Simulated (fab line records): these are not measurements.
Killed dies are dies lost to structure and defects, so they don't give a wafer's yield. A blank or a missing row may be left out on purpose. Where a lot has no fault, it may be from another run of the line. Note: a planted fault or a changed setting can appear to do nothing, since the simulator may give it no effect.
A struck lot beside a sound one || flow n5 finfet || 35 out of 1938 route steps
Sound: these wafers, L428.3, L428.4, L428.6. Struck: wafer L431.1 (left out: L431.2, L431.6 of the same lot, which were not struck); the cause appears at the end.
For every step that has rows: the tool of each side, followed by ch and its chambers, followed by its first start. Under that, the readings that differ: sound wafers || struck wafers || difference of the means || sigmas: that difference in standard deviations of wafers without a fault.
alike: readings whose means differ by less than 2 such deviations, and words and numbers that are the same on both sides. not compared: withheld readings, readings that some wafer has no value for, bounds like >300 that may hide the same value, and numbers for which the record gives no deviation and whose values overlap.
The two part at a step that has a row with sigmas, a row that says differs or no value, or rows on one side only. Numbers that don't overlap but have no deviation are shown without sigmas and don't part them. Lack of a reading on every wafer of one side parts them only where that side has two or more wafers.

first, 9 steps without rows for these wafers: N5_BEOL_M8_ALD_77 (deposits TaN, target thk 2 nm, pulse time 2 s, purge time 3 s); N5_BEOL_M8_SURFACE_TREAT_79; N5_BEOL_M8_CVD_78 (deposits Co from CCTBA/H2, target thk 2 nm, time 142.3 s); N5_BEOL_M8_SPUTTER_48 (material Cu, target thk 10 nm, time 1.667 s); N5_BEOL_M8_ECD_50 (material Cu, target thk 300 nm); N5_BEOL_M8_ANNEAL_51 (time 90 s); N5_BEOL_M8_CMP_52 (polishes, stops on SiCOH lowk, t overpolish 6.9 s, target thk 80 nm); N5_BEOL_M8_PRE_CLEAN_55 (time 15 s); N5_BEOL_M8_DEP_56 (deposits SiCN from 3MS/NH3, target thk 10 nm, time 17.5 s).
N5_BEOL_M9_ILD_DEP_00: deposits SiCOH lowk from DEMS/porogen, target thk 308.51 nm, time 58 s.
  sound on pecvd-03 ch 0,2, day 11 17:11; struck on pecvd-03 ch 1, day 12 06:32
{"reading": "heater power w (W)", "sound": "280 296 246", "struck": 385, "difference": "+111", "sigmas": "+2"}
  alike: showerhead plenum p Torr, throttle valve pct
then, 24 steps without rows for these wafers: N5_BEOL_M9_CURE_71 (cures SiCOH lowk, time 240 s); N5_BEOL_M9_PECVD_70 (deposits SiO2 from TEOS/O2, target thk 20 nm, time 22.7 s); N5_BEOL_M9_HM_DEP_02 (deposits TiN, target thk 20 nm); N5_BEOL_M9_COAT_59 (time 60 s, resist thk 100 nm); N5_BEOL_M9_COAT_60 (time 60 s, resist thk 30 nm); N5_BEOL_M9_COAT_05 (resist thk 90 nm); N5_BEOL_M9_EBR_07; N5_BEOL_M9_SOFTBAKE_06 (time 60 s); N5_BEOL_M9_EXPOSE_08 (exposes mask M9); N5_BEOL_M9_PEB_09 (peb time 60 s); N5_BEOL_M9_DEVELOP_10 (develop time 30 s); N5_BEOL_M9_DESCUM_16 (chemistry O2, time 7.9 s); N5_BEOL_M9_ETCH_61 (etches SiARC in CF4, target depth 39 nm, time 65 s); N5_BEOL_M9_ETCH_62 (etches SOC in N2/H2, target depth 110 nm, overetch 22 nm, time 165 s); N5_BEOL_M9_STRIP_68 (strips in N2/H2); N5_BEOL_M9_STRIP_67 (strips in CF4); N5_BEOL_M9_HM_OPEN_17 (chemistry Cl2/BCl3, target TiN, target depth 20 nm, overetch 6 nm); N5_BEOL_M9_STRIP_19 (strips in O2); N5_BEOL_M9_COAT_63 (time 60 s, resist thk 60 nm); N5_BEOL_M9_COAT_64 (time 60 s, resist thk 12 nm); N5_BEOL_M9_COAT_75 (time 60 s, resist thk 5 nm); N5_BEOL_M9_COAT_22 (resist thk 30 nm); N5_BEOL_M9_EBR_24; N5_BEOL_M9_SOFTBAKE_23 (time 60 s).
-- a jump in the record: the struck wafers' starts before and after are 3 days apart (it breaks off in module BEOL_M9 and resumes in module PASSIVATION, where the first step shown is number 1936 of the route) --
N5_PASSIVATION_PROBE_49:
  sound: prober-01 at day 14 15:41; struck: prober-02 at day 15 00:57
{"reading": "defect limited yield (%)", "sound": "92.5 92.0 91.9", "struck": 87.1, "difference": -5.0, "sigmas": -3}
{"reading": "killed_at_M4_up", "sound": "8 12 10", "struck": 59, "difference": "+49", "sigmas": "+10"}
{"reading": "killed at contacts", "sound": "12 6 13", "struck": 24, "difference": "+14", "sigmas": "+2"}
{"reading": "killed dies", "sound": "89 94 95", "struck": 152, "difference": "+59", "sigmas": "+3"}
{"reading": "killed on rim", "sound": "14 14 14", "struck": 31, "difference": "+17", "sigmas": "+4"}
{"reading": "sort_bin_5_function (%)", "sound": "5.0 4.7 4.7", "struck": 8.4, "difference": "+3.6", "sigmas": "+4"}
{"reading": "sort n pass", "sound": "1091 1086 1085", "struck": 1028, "difference": -59, "sigmas": -3}
{"reading": "sort yield pct (%)", "sound": "92.5 92.0 91.9", "struck": 87.1, "difference": -5.0, "sigmas": -3}
  alike: killed_at_M0_to_M3, killed at front end, killed at other, killed open, killed short, sort_bin_6_memory

WHERE THEY PART
Earliest at N5_BEOL_M9_ILD_DEP_00; latest, in this record, at N5_PASSIVATION_PROBE_49.

WHY: whatever the simulator had introduced
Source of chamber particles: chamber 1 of pecvd-03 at N5_BEOL_M9_ILD_DEP_00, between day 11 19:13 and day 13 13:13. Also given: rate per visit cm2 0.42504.
